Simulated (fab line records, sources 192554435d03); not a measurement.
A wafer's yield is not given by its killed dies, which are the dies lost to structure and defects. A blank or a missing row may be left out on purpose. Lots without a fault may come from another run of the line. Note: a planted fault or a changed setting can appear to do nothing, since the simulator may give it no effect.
Matching of chambers | flow n5Finfet | N5_FIN_CUT_CUT_ETCH_27 on rieDiel-01 has 4 sister chambers
The step etches SiO2 in CHF3/O2, target depth 4 nm, overetch 2 nm, time 4.9 s. 8 wafers are shown with their chamber, then 7 later ones without.

== WAFERS, EACH WITH ITS CHAMBER ==
wafer  | chamber | showerheadPlenumPTorr (Torr) | drypumpMotorCurrentA (A)
L084.1 | 0       | 2.40                         | 4.9
L084.3 | 3       | 2.53                         | 5.6
L084.5 | 3       | 2.53                         | 5.6
L086.2 | 2       | 2.34                         | 5.2
L086.4 | 0       | 2.40                         | 5.0
L086.5 | 1       | 2.36                         | 5.8
L088.2 | 1       | 2.36                         | 5.8
L088.5 | 2       | 2.33                         | 5.2

== WAFERS WITHOUT THEIR CHAMBER ==
wafer  | showerheadPlenumPTorr (Torr) | drypumpMotorCurrentA (A)
L088.6 | 2.36                         | 5.7
L092.4 | 2.52                         | 5.6
L092.5 | 2.52                         | 5.6
L092.6 | 2.33                         | 5.2
L094.1 | 2.52                         | 5.6
L094.4 | 2.33                         | 5.2
L094.5 | 2.52                         | 5.6

== THE CHAMBER EACH PASSED THROUGH ==
wafer  | from the rows above | in truth
L088.6 | 1                   | 1
L092.4 | 3                   | 3
L092.5 | 3                   | 3
L092.6 | 2                   | 2
L094.1 | 3                   | 3
L094.4 | 2                   | 2
L094.5 | 3                   | 3
Correct placement for 7 of the 7. Can't be placed from these rows: 0. Wrongly placed: 0.
How it was worked out, from the rows above alone: a wafer's distance from a chamber is the root of the sum, over the readings, of the square of ((its reading less the chamber's mean) divided by the reading's scatter). The wafer belongs to the nearest chamber; if the next one is less than 2 further off, it can't be placed. For every chamber, the mean is computed from those of its wafers that are shown. The scatter: take each reading less its chamber's mean, square it, sum over the shown wafers, divide by the number of wafers less the number of chambers, and take the root.
